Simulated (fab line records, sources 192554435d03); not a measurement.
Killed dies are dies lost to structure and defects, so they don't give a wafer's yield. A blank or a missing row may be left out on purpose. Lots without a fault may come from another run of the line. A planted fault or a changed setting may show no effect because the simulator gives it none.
Which tool did it? | flow n5_finfet | 24 lots, 72 wafers sampled, at 1 step of a route of 1938

WHAT THE GAUGES READ, wafer by wafer
N5_BEOL_M4_OVL_MEAS_12. Usual: M4_OVL -0.4 nm, standard deviation 0.93.
lot  | measured     | on         | M4_OVL (nm)    | flag
L075 | day 7 21:37  | overlay-01 | -1.1 0.4 -1.4  |
L076 | day 8 01:32  | overlay-02 | -0.1 -0.2 -1.6 |
L077 | day 8 02:03  | overlay-01 | -1.8 -2.9 -1.0 |
L074 | day 8 09:52  | overlay-02 | -0.6 -1.7 -0.2 |
L079 | day 8 15:08  | overlay-02 | -0.4 -0.3 -0.5 |
L078 | day 8 15:46  | overlay-01 | -0.9 -1.4 -0.6 |
L080 | day 8 23:12  | overlay-02 | -0.4 0.5 -1.1  |
L081 | day 9 06:18  | overlay-01 | 2.4 1.0 1.8    |
L082 | day 9 11:41  | overlay-02 | 0.5 0.1 -1.2   |
L083 | day 10 00:00 | overlay-02 | -0.1 0.0 -1.2  |
L084 | day 10 07:22 | overlay-01 | 1.7 -1.1 -0.3  |
L085 | day 10 08:22 | overlay-01 | 0.6 -0.7 -0.2  |
L086 | day 10 18:21 | overlay-02 | -0.8 -0.3 0.7  |
L087 | day 10 23:04 | overlay-01 | 0.3 1.3 -0.3   |
L088 | day 11 02:26 | overlay-01 | -2.0 0.1 -0.9  |
L089 | day 11 10:10 | overlay-01 | -0.5 0.7 -0.4  |
L091 | day 11 18:57 | overlay-02 | -1.5 -0.1 -1.2 |
L090 | day 11 19:17 | overlay-02 | -3.1 -2.0 -1.0 |
L092 | day 12 03:34 | overlay-01 | -0.2 -1.2 0.1  |
L094 | day 12 13:20 | overlay-02 | -0.4 -0.7 -1.3 |
L093 | day 12 13:31 | overlay-01 | -0.4 0.4 -1.1  |
L095 | day 12 23:55 | overlay-01 | 0.7 0.0 -0.8   |
L096 | day 13 05:19 | overlay-02 | -1.5 -1.7 -2.1 |
L097 | day 13 06:13 | overlay-02 | -1.6 0.0 -0.8  |

WHICH TOOL RAN EACH LOT (tool, then ch and the chambers of the sampled wafers, then the start)
The record holds no process step before these readings.

WHAT THE TOOLS THEMSELVES READ (means of the sampled wafers that have a number; where no wafer has one, the mark that the record gives instead)
The record holds no such reading with a usual standard deviation.

THE ANSWER, worked out from the rows above alone
Rule: a lot is off if the mean of its wafers that have a number lies more than 3 standard deviations from the usual mean. A lot without any number at a reading at which 4 lots or more have one is off too. The other lots that the step has rows for count as sound. The gauges are gone through in route order, then the tools' own readings, and for those a lot's mean is taken as printed above. The first step at which some lot is off is used, and at that step the reading that is off furthest; a lot without a number counts as furthest.
No lot is off at any reading shown: from this, nothing can be told.

WHAT THE SIMULATOR HAD PUT IN
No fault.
